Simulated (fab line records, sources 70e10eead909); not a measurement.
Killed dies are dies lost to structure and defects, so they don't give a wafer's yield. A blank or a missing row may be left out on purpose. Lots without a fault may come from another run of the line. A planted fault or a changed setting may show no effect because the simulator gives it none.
fab line records | flow nand_harc
record lots=14 wafers=42 last_day=25
route steps=1159 shown A_CONTACT@840 THIN_TSV@1103 END@1159
lots that met no fault: from a run of the same line without faults
start_h: hours from the record's first day to the start of the lot's first wafer shown | wait_h: hours since the lot's step before | " the same as in the row above | L1.1+2: a row that stands for several wafers | - no value, or no start given | * or withheld: withheld | < > ~ a bound
route shown NAME@n: a module of which the file shows steps, and the number in the route of the first | usual: mean/standard deviation of fault-free wafers | same: alike in all rows | chamber/n: place in a boat | sites: the reading at each site | _std_site: their standard deviation | _edge_site: outer sites' mean less inner sites' | radius_mm: how far each site lies from the wafer's centre | mask NAME#n: copy n | behind: the tool/chamber that last shaped the wafer | hold: why the lot was held/for how many hours/how that ended | device: the transistor (n, p or np) that didn't switch | end of line: the same wafers' tests at the end of the route | a step without rows: its recipe alone | killed: dies lost to structure and defects at the first sort, not the wafer's yield | map: a wafer's dies, x killed, . not, _ none there
set.NAME: the setting as run; set.NAME@STEP: as run at that earlier step | model.NAME: the simulator's own value behind a step, which no gauge read
steps of the route over a sample of lots; a table a step, a row a wafer
services: from which hour (start_h, from the record's first day; less than 0 if before it) a tool's chamber was out of use, for how many hours, and why
## steps
# step NHARC_A_CONTACT_DEP_24
# recipe target_thk_a=5000 temp_c=400 pressure_torr=6.5 rf_w=900 teos_flow_sccm=161.4 flow_sccm=2650 target_thk_nm=500 gas=O2 material=SiO2
# usual heater_power_w=497/110 throttle_valve_pct=16.1/0.58
# columns lot.wafer tool chamber start_h wait_h heater_power_w throttle_valve_pct
L478.3 pecvd-04 0 370.45 0.1 421 17.0
L478.2 " 2 " " 482 15.7
L478.4 " 1 " " 390 16.1
L477.1 pecvd-01 0 370.62 0.1 566 16.6
L477.3 " 1 " " 393 15.8
L477.2 " 2 " " 483 15.8
L480.1 pecvd-02 2 374.92 0.1 388 15.4
L480.3 " 0 " " 657 16.5
L480.4 " 1 " " 491 15.5
L481.2 pecvd-02 0 375.59 0.1 614 16.6
L481.5 " 2 " " 491 15.7
L481.6 " 1 " " 459 15.3
L482.1 pecvd-04 2 394.40 0.1 692 15.5
L482.4 " 1 " " 368 16.3
L482.6 " 2 " " 537 15.8
L479.2 pecvd-02 0 395.41 0.2 723 16.4
L479.5 " 2 " " 379 15.4
L479.6 " 0 " " 555 16.7
L484.2 pecvd-04 0 405.15 0.3 430 17.1
L484.1 " 1 " " 334 16.4
L484.5 " 0 " " 460 17.0
L490.1 pecvd-02 0 434.42 0.3 666 16.6
L490.3 " 2 " " 397 15.9
L490.5 " 2 " " 412 15.6
L489.2 pecvd-02 0 448.70 0.1 598 16.7
L489.1 " 1 " " 456 15.7
L489.6 " 0 " " 621 16.8
L494.3 pecvd-01 1 458.29 0.1 464 15.2
L494.2 " 2 " " 447 15.6
L494.1 " 0 " " 639 16.3
L495.1 pecvd-01 0 462.54 0.1 654 16.3
L495.2 " 1 " " 370 15.1
L495.6 " 2 " " 421 15.7
L497.2 pecvd-04 0 485.27 0.1 513 17.6
L497.5 " 0 " " 389 17.4
L497.4 " 2 " " 626 15.8
L496.1 pecvd-01 0 494.98 0.2 662 16.4
L496.3 " 1 " " 438 15.5
L496.6 " 1 " " 452 15.4
L500.3 pecvd-01 1 502.60 0.2 459 14.9
L500.6 " 0 " " 635 16.5
L500.4 " 1 " " 480 15.3
# step NHARC_THIN_TSV_THK_MEAS_02
# recipe thk_meas_gauge=ir
# usual thk_nm=3043/210
# columns lot.wafer tool chamber start_h wait_h thk_nm
L478.2 film_metro-02 - 430.02 - 2881
L478.3 " - " " 2790
L478.4 " - " " 2789
L481.2 film_metro-01 - 431.24 - 3207
L481.5 " - " " 3182
L481.6 " - " " 3002
L477.1 film_metro-02 - 432.45 0.2 3184
L477.2 " - " " 3012
L477.3 " - " " 2754
L480.1 film_metro-01 - 433.64 - 3137
L480.3 " - " " 3209
L480.4 " - " " 3034
L482.1 film_metro-01 - 447.38 0.2 3221
L482.4 " - " " 2942
L482.6 " - " " 3278
L479.2 film_metro-02 - 448.57 0.2 3359
L479.5 " - " " 3449
L479.6 " - " " 3101
L484.1 film_metro-02 - 465.81 0.2 2920
L484.2 " - " " 2980
L484.5 " - " " 2737
L490.1 film_metro-01 - 496.39 - 2832
L490.3 " - " " 2769
L490.5 " - " " 2896
L489.1 film_metro-01 - 509.54 - 2669
L489.2 " - " " 2830
L489.6 " - " " 2746
L494.1 film_metro-02 - 534.63 0.2 2944
L494.2 " - " " 2755
L494.3 " - " " 3727
L495.1 film_metro-02 - 535.82 - 2751
L495.2 " - " " 2983
L495.6 " - " " 2927
L497.2 film_metro-02 - 541.30 - 2965
L497.4 " - " " 3084
L497.5 " - " " 3131
L496.1 film_metro-01 - 559.91 0.2 3202
L496.3 " - " " 3071
L496.6 " - " " 3101
L500.3 film_metro-02 - 561.11 - 2769
L500.4 " - " " 2842
L500.6 " - " " 3022
# step NHARC_THIN_TSV_PRE_CLEAN_50
# recipe time_s=30 temp_c=280 gas=H2/He
# usual heater_power_w=411/40
# columns lot.wafer tool chamber start_h wait_h heater_power_w
L478.4 pvd_sputter-01 - - - 454
L478.2 " - " " 385
L478.3 " - " " 442
L481.2 pvd_sputter-01 - - - 376
L481.6 " - " " 442
L481.5 " - " " 467
L477.2 pvd_sputter-01 - - - 456
L477.1 " - " " 380
L477.3 " - " " 457
L480.3 pvd_sputter-03 - - - 366
L480.4 " - " " 355
L480.1 " - " " 362
L482.1 pvd_sputter-02 - - - 421
L482.4 " - " " 430
L482.6 " - " " 435
L479.2 pvd_sputter-02 - - - 435
L479.6 " - " " 436
L479.5 " - " " 364
L484.2 pvd_sputter-02 - - - 422
L484.1 " - " " 436
L484.5 " - " " 422
L490.3 pvd_sputter-03 - - - 359
L490.1 " - " " 370
L490.5 " - " " 375
L489.1 pvd_sputter-01 - - - 442
L489.2 " - " " 454
L489.6 " - " " 362
L494.2 pvd_sputter-03 - - - 367
L494.1 " - " " 368
L494.3 " - " " 458
L495.2 pvd_sputter-03 - - - 354
L495.1 " - " " 455
L495.6 " - " " 363
L497.2 pvd_sputter-01 - - - 469
L497.4 " - " " 469
L497.5 " - " " 464
L496.3 pvd_sputter-03 - - - 365
L496.1 " - " " 362
L496.6 " - " " 372
L500.4 pvd_sputter-01 - - - 462
L500.3 " - " " 389
L500.6 " - " " 444
# step NHARC_THIN_TSV_CD_MEAS_33
# recipe target_cd_nm=5000 landing_energy_ev=500
# usual cd_nm=4999.4/2.7
# columns lot.wafer tool chamber start_h wait_h cd_nm
L478.2 cd_sem-01 0 436.92 - 5001.4
L478.3 " 0 " " 4998.9
L478.4 " 0 " " 4999.0
L481.2 cd_sem-03 0 438.21 - 4997.2
L481.5 " 0 " " 4999.0
L481.6 " 0 " " 4999.7
L477.1 cd_sem-01 0 439.27 - 4994.5
L477.2 " 0 " " 4993.1
L477.3 " 0 " " 4996.0
L480.1 cd_sem-03 0 440.57 - 4997.9
L480.3 " 0 " " 4993.2
L480.4 " 0 " " 4995.0
L482.1 cd_sem-01 0 454.36 - 5001.7
L482.4 " 0 " " 5003.8
L482.6 " 0 " " 4997.8
L479.2 cd_sem-02 0 455.56 - 5001.9
L479.5 " 0 " " 5001.8
L479.6 " 0 " " 4999.3
L484.1 cd_sem-02 0 472.99 - 5001.0
L484.2 " 0 " " 4994.5
L484.5 " 0 " " 5001.0
L490.1 cd_sem-02 0 504.18 - 4998.7
L490.3 " 0 " " 5001.1
L490.5 " 0 " " 5003.3
L489.1 cd_sem-02 0 516.80 - 5000.8
L489.2 " 0 " " 4998.5
L489.6 " 0 " " 5000.7
L494.1 cd_sem-03 0 542.95 - 4999.7
L494.2 " 0 " " 5004.4
L494.3 " 0 " " 4998.5
L495.1 cd_sem-03 0 545.74 - 4993.6
L495.2 " 0 " " 4996.7
L495.6 " 0 " " 4998.7
L497.2 cd_sem-03 0 550.31 - 4997.3
L497.4 " 0 " " 4994.3
L497.5 " 0 " " 4993.3
L496.1 cd_sem-01 0 566.89 - 5001.7
L496.3 " 0 " " 5004.0
L496.6 " 0 " " 5004.1
L500.3 cd_sem-03 0 567.82 - 5001.2
L500.4 " 0 " " 4999.5
L500.6 " 0 " " 4997.8
# step NHARC_END_SORT_01
# recipe temp_c=25
# usual killed_at_array=26/9.1 killed_at_other=0.7/0.9 killed_at_periphery=3.6/2.8 killed_dies=30/9.2 killed_open=3.0/1.9 killed_short=2.0/1.4
# same gross_dies=677
# columns lot.wafer tool chamber start_h wait_h killed_at_array killed_at_other killed_at_periphery killed_dies killed_open killed_short
L490.1 prober-02 0 512.38 2.5 110 0 4 114 5 2
L490.3 prober-02 0 514.02 3.1 81 0 4 85 4 2
L490.5 prober-02 0 515.67 3.8 77 0 0 77 5 1
L489.1 prober-01 0 526.09 2.5 103 0 0 103 3 1
L489.2 prober-01 0 526.89 2.8 100 1 4 105 1 2
L489.6 prober-01 0 530.10 4.0 99 0 5 104 4 1
# killed by level:class
L490.1 A_CONTACT:unspecified=88 A_CHANNEL_HOLE_D1:chamber_film_flake=12 A_CONTACT:chamber_film_flake=3 A_M0:geometric_particle:open=2 P_GATE:geometric_particle:open=1 P_CONTACT:geometric_particle:open=1 A_ONON_D1:geometric_particle:short=1 A_CHANNEL_FILL_D1:geometric_particle:open=1
L490.3 A_CONTACT:unspecified=51 A_CHANNEL_HOLE_D1:chamber_film_flake=19 A_CONTACT:chamber_film_flake=4 A_STAIRCASE:chamber_film_flake=3 A_ONON_D1:geometric_particle:open=2 P_GATE:chamber_film_flake=2 P_M0:geometric_particle:open=1 P_M0:geometric_particle:short=1
L490.5 A_CONTACT:unspecified=48 A_CHANNEL_HOLE_D1:chamber_film_flake=20 A_CONTACT:chamber_film_flake=2 A_SOURCE_PLATE:geometric_particle:open=1 A_CHANNEL_FILL_D1:geometric_particle:open=1 A_CONTACT:geometric_particle:open=1 A_BLC:geometric_particle:open=1 A_M0:geometric_particle:open=1
L489.1 A_CONTACT:unspecified=85 A_CONTACT:chamber_film_flake=6 A_CHANNEL_HOLE_D1:chamber_film_flake=4 A_ONON_D1:geometric_particle:open=1 A_SGD_CUT:geometric_particle:short=1 A_CONTACT:geometric_particle:open=1 A_M0:geometric_particle:open=1 A_ZERO_WELL:chamber_film_flake=1
L489.2 A_CONTACT:unspecified=87 A_CHANNEL_HOLE_D1:chamber_film_flake=8 P_M1:chamber_film_flake=3 THIN_TSV:chamber_film_flake=1 A_CONTACT:geometric_particle:open=1 A_CONTACT:geometric_particle:short=1 A_BLC:geometric_particle:short=1 P_ZERO_WELL:chamber_film_flake=1
L489.6 A_CONTACT:unspecified=82 A_CHANNEL_HOLE_D1:chamber_film_flake=6 P_M1:chamber_film_flake=4 A_CONTACT:geometric_particle:open=2 A_BLC:geometric_particle:open=2 A_WL_FILL:chamber_film_flake=2 A_CONTACT:chamber_film_flake=2 A_CONTACT:geometric_particle:short=1
## services
# columns tool chamber start_h hours kind
pecvd-02 0 347.35 - clean
pecvd-02 1 347.35 - clean
pecvd-02 2 347.35 - clean
pecvd-04 - 376.00 13.0 pm
pvd_sputter-02 - 401.47 10.0 pm
pecvd-01 - 411.29 0.9 repair
pecvd-01 - 418.26 13.0 pm
pecvd-01 0 418.26 13.0 vent_cycle
pecvd-01 1 418.26 13.0 vent_cycle
pecvd-01 2 418.26 13.0 vent_cycle
pecvd-01 0 431.26 - clean
pecvd-01 1 431.26 - clean
pecvd-01 2 431.26 - clean
pvd_sputter-01 - 448.68 4.1 repair
pvd_sputter-03 - 456.15 2.1 repair
pecvd-01 2 477.28 21.3 repair
pvd_sputter-01 - 514.05 10.0 pm
pecvd-02 - 515.51 13.0 pm
pecvd-02 0 515.51 13.0 vent_cycle
pecvd-02 1 515.51 13.0 vent_cycle
pecvd-02 2 515.51 13.0 vent_cycle
pecvd-02 0 528.51 - clean
pecvd-02 1 528.51 - clean
pecvd-04 - 557.00 13.0 pm
## key
first_sign step=NHARC_END_SORT_01 reading=killed_at_array direction=up sigmas=7.6 usual=26 struck=95
effect step=NHARC_END_SORT_01 reading=killed_dies direction=up sigmas=7.3 usual=30 struck=98
more_kills_born_at NHARC_A_CONTACT_DEP_24@pecvd-02=441
met_at NHARC_A_CONTACT_DEP_24
struck_lots L489,L490
tester_left_out L489,L490
not_acting_at NHARC_THIN_TSV_THK_MEAS_02,NHARC_THIN_TSV_PRE_CLEAN_50,NHARC_THIN_TSV_CD_MEAS_33
onset_between 395.41 434.42
fault kind=chamber_particle_source tool=pecvd-02 chamber=- onset_h=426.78 steps=NHARC_A_CONTACT_DEP_24 rate_per_visit_cm2=0.91981 end_h=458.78
# tester_left_out: of these lots the tester's yield and bins aren't shown, on N5 and GAA mostly nor the transistor test; their killed dies are dies lost to structure and defects alone, not to doping, threshold or leakage, so they don't give the yield
